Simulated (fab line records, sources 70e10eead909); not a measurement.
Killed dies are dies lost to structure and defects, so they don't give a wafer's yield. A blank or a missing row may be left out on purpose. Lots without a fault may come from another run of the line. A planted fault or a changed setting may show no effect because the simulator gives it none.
fab line records | flow nand_harc
record lots=6 wafers=18 last_day=23
route steps=1159 shown P_BONDPAD@364 END@1159
lots that met no fault: from a run of the same line without faults
start_h: hours from the record's first day to the start of the lot's first wafer shown | wait_h: hours since the lot's step before | " the same as in the row above | L1.1+2: a row that stands for several wafers | - no value, or no start given | * or withheld: withheld | < > ~ a bound
route shown NAME@n: a module of which the file shows steps, and the number in the route of the first | usual: mean/standard deviation of fault-free wafers | same: alike in all rows | chamber/n: place in a boat | sites: the reading at each site | _std_site: their standard deviation | _edge_site: outer sites' mean less inner sites' | radius_mm: how far each site lies from the wafer's centre | mask NAME#n: copy n | behind: the tool/chamber that last shaped the wafer | hold: why the lot was held/for how many hours/how that ended | device: the transistor (n, p or np) that didn't switch | end of line: the same wafers' tests at the end of the route | a step without rows: its recipe alone | killed: dies lost to structure and defects at the first sort, not the wafer's yield | map: a wafer's dies, x killed, . not, _ none there
set.NAME: the setting as run; set.NAME@STEP: as run at that earlier step | model.NAME: the simulator's own value behind a step, which no gauge read
lots at some steps of the route; a table a step, a row a wafer
services: from which hour (start_h, from the record's first day; less than 0 if before it) a tool's chamber was out of use, for how many hours, and why
## steps
# step NHARC_P_BONDPAD_CD_MEAS_09
# recipe target_cd_nm=500 landing_energy_ev=500
# usual cd_nm=498.8/2.3
# columns lot.wafer tool chamber start_h wait_h cd_nm
L379.2 cd_sem-02 0 138.45 - 500.7
L379.3 " 0 " " 499.4
L379.6 " 0 " " 497.7
L381.4 cd_sem-03 0 153.57 - 498.5
L381.5 " 0 " " 501.8
L381.6 " 0 " " 499.8
L383.4 cd_sem-02 0 161.41 - 500.2
L383.5 " 0 " " 502.3
L383.6 " 0 " " 500.1
L386.2 cd_sem-01 0 178.68 - 498.0
L386.3 " 0 " " 498.8
L386.5 " 0 " " 499.2
L394.1 cd_sem-03 0 224.07 - 498.7
L394.2 " 0 " " 500.6
L394.6 " 0 " " 499.0
L398.2 cd_sem-02 0 238.71 - 498.7
L398.3 " 0 " " 495.9
L398.5 " 0 " " 496.6
# step NHARC_P_BONDPAD_OVL_MEAS_38
# usual overlay_x_nm=0/6 overlay_y_nm=-1/4.9
# columns lot.wafer tool chamber start_h wait_h overlay_x_nm overlay_y_nm
L379.2 overlay-02 - 138.54 - -2 3
L379.3 " - " " -2 3
L379.6 " - " " -2 3
L381.4 overlay-01 - 153.65 - 11 -11
L381.5 " - " " 11 -11
L381.6 " - " " 11 -11
L383.4 overlay-02 - 161.50 - 1 5
L383.5 " - " " 1 5
L383.6 " - " " 2 6
L386.2 overlay-01 - 178.77 - 5 9
L386.3 " - " " 5 9
L386.5 " - " " 5 8
L394.1 overlay-02 - 224.16 - 2 -1
L394.2 " - " " 2 -1
L394.6 " - " " 2 -2
L398.2 overlay-02 - 238.80 - 3 2
L398.3 " - " " 2 2
L398.5 " - " " 2 2
# step NHARC_P_BONDPAD_HARDBAKE_10
# recipe temp_c=118 time_s=65
# step NHARC_P_BONDPAD_DESCUM_11
# recipe time_s=3 o2_flow_sccm=200 ar_flow_sccm=0 bias_power_w=0 chemistry=O2
# usual chamber_pressure_mTorr=60.01/0.12 drypump_motor_current_A=5.6/0.39 oes_product_au=1.002/0.01 rf_vpp_V=57.9/1.1 showerhead_plenum_p_Torr=1.94/0.097 throttle_valve_pct=11.312/0.009
# columns lot.wafer tool chamber start_h wait_h chamber_pressure_mTorr drypump_motor_current_A oes_product_au rf_hours_counter_h rf_vpp_V showerhead_plenum_p_Torr throttle_valve_pct
L379.3 rie_diel-04 1 138.67 - 59.92 6.5 1.040 4 55.9 1.94 11.318
L379.2 " 2 " " 60.01 6.3 1.009 5 55.9 1.78 11.315
L379.6 " 1 " " 59.99 6.6 1.033 - 57.1 1.94 11.321
L381.5 rie_diel-08 0 153.81 - 59.95 5.5 0.999 - 58.2 2.07 11.316
L381.4 " 1 " " 60.01 5.1 0.986 - 57.9 2.06 11.316
L381.6 " 2 " " 59.98 5.4 1.001 - 56.4 1.86 11.321
L383.4 rie_diel-08 0 161.64 - 59.99 5.4 1.009 2 57.9 2.06 11.298
L383.5 " 2 " " 60.06 5.4 1.012 - 56.7 1.86 11.315
L383.6 " 3 " " 60.01 5.6 1.001 - 58.6 1.92 11.328
L386.2 rie_diel-08 2 178.91 - 60.01 5.4 1.006 4 56.2 1.86 11.328
L386.3 " 3 " " 60.04 5.6 1.000 4 57.1 1.92 11.299
L386.5 " 3 " " 59.99 5.6 0.987 - 58.8 1.92 11.299
L394.1 rie_diel-08 1 224.31 - 60.05 5.1 0.986 9 58.1 2.06 11.329
L394.2 " 2 " " 59.97 5.4 1.018 9 57.5 1.86 11.303
L394.6 " 3 " " 59.95 5.6 1.008 - 57.8 1.92 11.312
L398.2 rie_diel-08 0 238.93 - 60.03 5.5 1.005 10 58.6 2.06 11.309
L398.3 " 2 " " 60.01 5.4 1.008 10 57.9 1.86 11.317
L398.5 " 0 " " 60.08 5.5 0.993 - 58.2 2.06 11.303
# step NHARC_P_BONDPAD_ETCH_37
# recipe target_depth_a=600 overetch_a=180 time_s=65.91 ion_energy_ev=200 n2_flow_sccm=150 h2_flow_sccm=150 ar_flow_sccm=0 rf_w=400 bias_w=150 chemistry=N2/H2
# usual chamber_pressure_mTorr=29.998/0.028 drypump_motor_current_A=5.6/0.39 oes_product_au=1.002/0.011 rf_vpp_V=431/3.2 showerhead_plenum_p_Torr=2.07/0.11 throttle_valve_pct=14.171/0.0084
# columns lot.wafer tool chamber start_h wait_h chamber_pressure_mTorr drypump_motor_current_A oes_product_au rf_hours_counter_h rf_vpp_V showerhead_plenum_p_Torr throttle_valve_pct
L379.3 rie_diel-04 0 138.76 0.1 29.964 5.8 0.995 4 426 1.92 14.177
L379.2 " 1 " " 30.008 6.5 1.034 4 431 2.06 14.182
L379.6 " 2 " " 30.010 6.3 1.001 - 426 1.89 14.166
L381.5 rie_diel-08 2 153.90 0.1 30.019 5.4 1.010 - 428 1.98 14.162
L381.6 " 0 " " 29.987 5.5 0.996 - 435 2.21 14.170
L381.4 " 1 " " 30.013 5.1 0.996 - 434 2.20 14.170
L383.4 rie_diel-08 3 161.72 0.1 29.990 5.6 0.993 2 431 2.05 14.176
L383.5 " 1 " " 29.969 5.1 0.989 - 435 2.20 14.174
L383.6 " 2 " " 29.960 5.4 1.008 - 429 1.98 14.162
L386.3 rie_diel-08 3 178.99 0.1 29.959 5.6 0.990 4 432 2.04 14.181
L386.2 " 0 " " 29.989 5.5 0.998 5 435 2.20 14.164
L386.5 " 3 " " 30.013 5.6 0.990 - 431 2.04 14.169
L394.1 rie_diel-08 2 224.38 0.1 29.980 5.3 1.019 9 429 1.98 14.175
L394.2 " 0 " " 30.015 5.5 1.008 9 434 2.20 14.167
L394.6 " 2 " " 29.985 5.4 1.011 - 429 1.98 14.174
L398.2 rie_diel-08 0 239.02 0.1 29.937 5.5 1.006 10 435 2.20 14.177
L398.3 " 1 " " 29.993 5.1 1.009 10 434 2.20 14.167
L398.5 " 2 " " 29.986 5.4 1.018 - 429 1.98 14.163
# step NHARC_P_BONDPAD_ETCH_12
# recipe target_depth_a=2000 time_s=100 chf3_flow_sccm=50 o2_flow_sccm=10 ar_flow_sccm=200 rf_w=500 bias_w=200 chemistry=CHF3/O2
# usual chamber_pressure_mTorr=25.002/0.03 drypump_motor_current_A=5.6/0.38 oes_product_au=0.946/0.022 rf_vpp_V=371.2/2.7 showerhead_plenum_p_Torr=2.43/0.12 throttle_valve_pct=20.572/0.0091
# columns lot.wafer tool chamber start_h wait_h chamber_pressure_mTorr drypump_motor_current_A oes_product_au rf_hours_counter_h rf_vpp_V showerhead_plenum_p_Torr throttle_valve_pct
L379.3 rie_diel-04 1 - - 25.018 6.5 0.981 4 371.8 2.43 20.578
L379.2 " 2 " " 25.025 6.3 0.988 5 367.3 2.24 20.574
L379.6 " 1 " " 24.990 6.5 0.988 - 370.9 2.43 20.579
L381.6 rie_diel-08 1 - - 24.998 5.1 0.955 - 374.5 2.58 20.579
L381.4 " 2 " " 25.022 5.3 0.975 - 369.5 2.34 20.581
L381.5 " 0 " " 24.974 5.5 0.949 - 374.8 2.58 20.561
L383.4 rie_diel-08 1 - - 25.006 5.1 0.940 2 374.1 2.58 20.571
L383.6 " 3 " " 25.031 5.6 0.931 - 371.4 2.41 20.572
L383.5 " 0 " " 25.007 5.5 0.941 - 374.8 2.58 20.585
L386.2 rie_diel-08 0 - - 25.011 5.5 0.985 5 374.6 2.58 20.559
L386.3 " 1 " " 25.033 5.1 0.971 5 375.8 2.58 20.572
L386.5 " 2 " " 25.020 5.4 0.974 - 369.6 2.34 20.573
L394.2 rie_diel-08 0 - - 25.006 5.5 0.958 9 375.3 2.58 20.580
L394.1 " 1 " " 24.974 5.1 0.972 9 373.9 2.58 20.562
L394.6 " 3 " " 24.982 5.6 0.957 - 371.0 2.40 20.571
L398.2 rie_diel-08 1 - - 25.024 5.1 0.923 10 374.4 2.58 20.574
L398.3 " 2 " " 25.011 5.4 0.940 10 369.7 2.33 20.593
L398.5 " 0 " " 25.003 5.5 0.930 - 374.9 2.58 20.589
# step NHARC_P_BONDPAD_CD_MEAS_13
# usual cd_nm=498.3/2.5
# columns lot.wafer tool chamber start_h wait_h cd_nm
L379.2 cd_sem-02 - 138.98 - 499.3
L379.3 " - " " 498.3
L379.6 " - " " 496.8
L381.4 cd_sem-01 - 154.15 - 497.3
L381.5 " - " " 500.2
L381.6 " - " " 499.4
L383.4 cd_sem-01 - 161.94 - 499.8
L383.5 " - " " 503.1
L383.6 " - " " 500.8
L386.2 cd_sem-02 - 179.22 - 498.1
L386.3 " - " " 499.1
L386.5 " - " " 499.3
L394.1 cd_sem-03 - 224.61 - 499.2
L394.2 " - " " 500.7
L394.6 " - " " 499.2
L398.2 cd_sem-01 - 239.24 - 498.2
L398.3 " - " " 494.9
L398.5 " - " " 495.2
# step NHARC_P_BONDPAD_STRIP_15
# recipe o2_flow_sccm=500 ar_flow_sccm=0 bias_w=0 chemistry=O2
# step NHARC_P_BONDPAD_ETCH_24
# recipe target_depth_a=300 over_etch_frac=0.3 time_s=72.99 ion_energy_ev=150 cf4_flow_sccm=50 n2_flow_sccm=100 ar_flow_sccm=150 rf_w=300 bias_w=100 chemistry=CF4/N2
# step NHARC_P_BONDPAD_STRIP_16
# recipe time_s=600 temp_c=30 chemistry=post_etch_residue_remover
# step NHARC_P_BONDPAD_DEGAS_25
# recipe temp_c=300 time_s=60
# usual heater_power_w=472/28
# columns lot.wafer tool chamber start_h wait_h heater_power_w
L379.2 pvd_sputter-03 - 139.64 - 445
L379.3 " - " " 454
L379.6 " - " " 446
L381.4 pvd_sputter-01 - 154.79 - 408
L381.5 " - " " 419
L381.6 " - " " 510
L383.4 pvd_sputter-03 - 162.57 - 446
L383.6 " - " " 448
L383.5 " - " " 478
L386.3 pvd_sputter-03 - 179.84 - 478
L386.2 " - " " 467
L386.5 " - " " 473
L394.1 pvd_sputter-03 - 225.25 - 457
L394.2 " - " " 449
L394.6 " - " " 450
L398.2 pvd_sputter-03 - 239.87 - 447
L398.3 " - " " 447
L398.5 " - " " 445
# step NHARC_P_BONDPAD_PRE_CLEAN_26
# recipe time_s=30 temp_c=280 gas=H2/He
# usual heater_power_w=416/25
# columns lot.wafer tool chamber start_h wait_h heater_power_w
L379.3 pvd_sputter-03 - - - 386
L379.2 " - " " 382
L379.6 " - " " 386
L381.4 pvd_sputter-01 - - - 381
L381.6 " - " " 429
L381.5 " - " " 434
L383.4 pvd_sputter-03 - - - 392
L383.6 " - " " 426
L383.5 " - " " 389
L386.3 pvd_sputter-03 - - - 391
L386.2 " - " " 390
L386.5 " - " " 397
L394.2 pvd_sputter-03 - - - 395
L394.1 " - " " 415
L394.6 " - " " 393
L398.2 pvd_sputter-03 - - - 391
L398.3 " - " " 425
L398.5 " - " " 399
# step NHARC_P_BONDPAD_PVD_17
# recipe target_thk_a=50 bias_v=168.6 power_w=15000 chamber_pressure_pa=0.12 time_s=8.06 substrate_temp_c=50 material=TaN
# usual cathode_dc_power_W=15000/2.6 throttle_valve_pct=30.2/0.43
# columns lot.wafer tool chamber start_h wait_h cathode_dc_power_W throttle_valve_pct
L379.3 pvd_sputter-03 - 139.75 - 14999 30.4
L379.2 " - " " 15000 30.2
L379.6 " - " " 14999 30.3
L381.4 pvd_sputter-01 - 154.90 - 15003 30.6
L381.5 " - " " 15001 30.5
L381.6 " - " " 15003 31.1
L383.4 pvd_sputter-03 - 162.73 - 14998 30.0
L383.6 " - " " 15004 29.8
L383.5 " - " " 15007 30.7
L383.4 pvd_sputter-03 - 163.00 - 15003 29.9
L383.6 " - " " 15002 29.6
L383.5 " - " " 15001 30.6
L386.3 pvd_sputter-03 - 179.96 - 15005 29.6
L386.2 " - " " 14999 30.1
L386.5 " - " " 14998 30.5
L386.3 pvd_sputter-03 - 180.22 - 15000 29.8
L386.2 " - " " 14998 30.2
L386.5 " - " " 15000 30.6
L394.1 pvd_sputter-03 - 225.34 - 15000 30.0
L394.2 " - " " 14994 30.1
L394.6 " - " " 15001 29.7
L398.2 pvd_sputter-03 - 239.99 - 14995 30.1
L398.3 " - " " 15000 30.5
L398.5 " - " " 14999 30.0
# step NHARC_P_BONDPAD_PVD_27
# recipe target_thk_a=300 chamber_pressure_pa=5 power_w=5000 substrate_temp_c=30 time_s=20.49 material=Cu
# step NHARC_END_SORT_01
# recipe temp_c=25
# usual defect_limited_yield=95.6/1.4 killed_at_array=25/9.2 killed_at_other=0.8/1.2 killed_at_periphery=3.9/2.6 killed_dies=30/9.7 killed_open=3.4/1.9 killed_short=2.0/1.4 sort_bin_2_pct=1.4/0.62 sort_bin_3_pct=0.24/0.2 sort_bin_4_pct=2.8/0.92 sort_n_pass=647/9.7 sort_rim_yield_pct=94/3.3 sort_yield_pct=95.6/1.4
# same gross_dies=677 sort_bin_5_pct[%]=0 sort_bin_6_pct[%]=0 sort_bin_7_pct[%]=0 sort_bin_8_pct[%]=0 sort_rim_n_gross=106.00
# columns lot.wafer tool chamber start_h wait_h defect_limited_yield[%] killed_at_array killed_at_other killed_at_periphery killed_dies killed_open killed_short sort_bin_2_pct[%] sort_bin_3_pct[%] sort_bin_4_pct[%] sort_n_pass sort_rim_yield_pct[%] sort_yield_pct[%]
L381.4 prober-02 0 469.35 3.4 97.3 10 0 8 18 3 3 1.0 0.15 1.5 659 99 97.3
L381.5 prober-02 0 470.14 3.7 98.2 6 0 6 12 2 0 0.4 0.30 1.0 665 99 98.2
L381.6 prober-02 0 470.94 4.0 97.9 11 0 3 14 2 1 0.6 0 1.5 663 97 97.9
L386.2 prober-01 0 484.09 2.8 93.5 40 0 4 44 3 4 1.9 0.15 4.4 633 91 93.5
L386.3 prober-01 0 484.89 3.1 96.3 20 0 5 25 3 2 1.2 0.15 2.4 652 96 96.3
L386.5 prober-01 0 486.50 3.7 94.4 34 0 4 38 3 3 2.1 0.15 3.4 639 93 94.4
# killed by level:class
L381.4 A_M1:chamber_film_flake=4 P_CONTACT:geometric_particle:open=3 P_M2:chamber_film_flake=3 A_STAIRCASE:chamber_film_flake=3 P_CONTACT:geometric_particle:short=1 A_STAIRCASE:geometric_particle:short=1 A_M1:geometric_particle:short=1 P_GATE:chamber_film_flake=1
L381.5 A_STAIRCASE:chamber_film_flake=4 P_M2:chamber_film_flake=3 P_CONTACT:geometric_particle:open=1 P_M1:geometric_particle:open=1 P_GATE:chamber_film_flake=1 A_CHANNEL_HOLE_D1:chamber_film_flake=1 A_CHANNEL_FILL_D1:chamber_film_flake=1
L381.6 A_CHANNEL_HOLE_D1:chamber_film_flake=3 A_CHANNEL_FILL_D1:chamber_film_flake=3 P_M2:chamber_film_flake=2 A_STAIRCASE:chamber_film_flake=2 P_M0:geometric_particle:open=1 A_ONON_D1:geometric_particle:short=1 A_BLC:geometric_particle:open=1 A_SLIT:chamber_film_flake=1
L386.2 A_SLIT:chamber_film_flake=14 A_SGD_CUT:chamber_film_flake=6 A_CONTACT:chamber_film_flake=6 A_CHANNEL_HOLE_D1:chamber_film_flake=4 A_STAIRCASE:chamber_film_flake=4 A_BLC:geometric_particle:short=2 P_GATE:chamber_film_flake=2 P_M0:geometric_particle:open=1
L386.3 A_SLIT:chamber_film_flake=9 A_CHANNEL_HOLE_D1:chamber_film_flake=4 A_CONTACT:chamber_film_flake=3 P_GATE:chamber_film_flake=2 A_STAIRCASE:chamber_film_flake=2 P_GATE:geometric_particle:short=1 P_CONTACT:geometric_particle:open=1 P_M0:geometric_particle:open=1
L386.5 A_SLIT:chamber_film_flake=15 A_SGD_CUT:chamber_film_flake=5 A_CHANNEL_HOLE_D1:chamber_film_flake=4 A_STAIRCASE:chamber_film_flake=4 P_STI:chamber_film_flake=2 P_CONTACT:geometric_particle:open=1 P_M0:geometric_particle:short=1 A_CHANNEL_FILL_D1:geometric_particle:open=1
## services
# columns tool chamber start_h hours kind
rie_diel-08 - 124.97 9.0 pm
rie_diel-08 0 124.97 9.0 vent_cycle
rie_diel-08 1 124.97 9.0 vent_cycle
rie_diel-08 2 124.97 9.0 vent_cycle
rie_diel-08 3 124.97 9.0 vent_cycle
rie_diel-08 0 133.97 - clean
rie_diel-08 1 133.97 - clean
rie_diel-08 2 133.97 - clean
rie_diel-08 3 133.97 - clean
rie_diel-08 3 153.53 1.5 repair
pvd_sputter-01 - 158.00 10.0 pm
rie_diel-08 0 158.47 - clean
rie_diel-08 1 158.47 - clean
rie_diel-08 2 158.47 - clean
rie_diel-08 3 158.47 - clean
rie_diel-08 0 182.97 - clean
rie_diel-08 1 182.97 - clean
rie_diel-08 2 182.97 - clean
rie_diel-08 3 182.97 - clean
rie_diel-08 0 207.53 - clean
rie_diel-08 1 207.53 - clean
rie_diel-08 2 207.53 - clean
rie_diel-08 3 207.53 - clean
rie_diel-08 0 232.03 - clean
## key
first_sign step=NHARC_P_BONDPAD_PVD_17 reading=visit direction=added
effect none on later readings
met_at NHARC_P_BONDPAD_PVD_17
struck_wafers L383.4,L383.5,L383.6,L386.2,L386.3,L386.5
fault kind=repeated_step_whole tool=pvd_sputter-01,pvd_sputter-02,pvd_sputter-03 chamber=- onset_h=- steps=NHARC_P_BONDPAD_PVD_17 times=1 scope=struck_lots_only
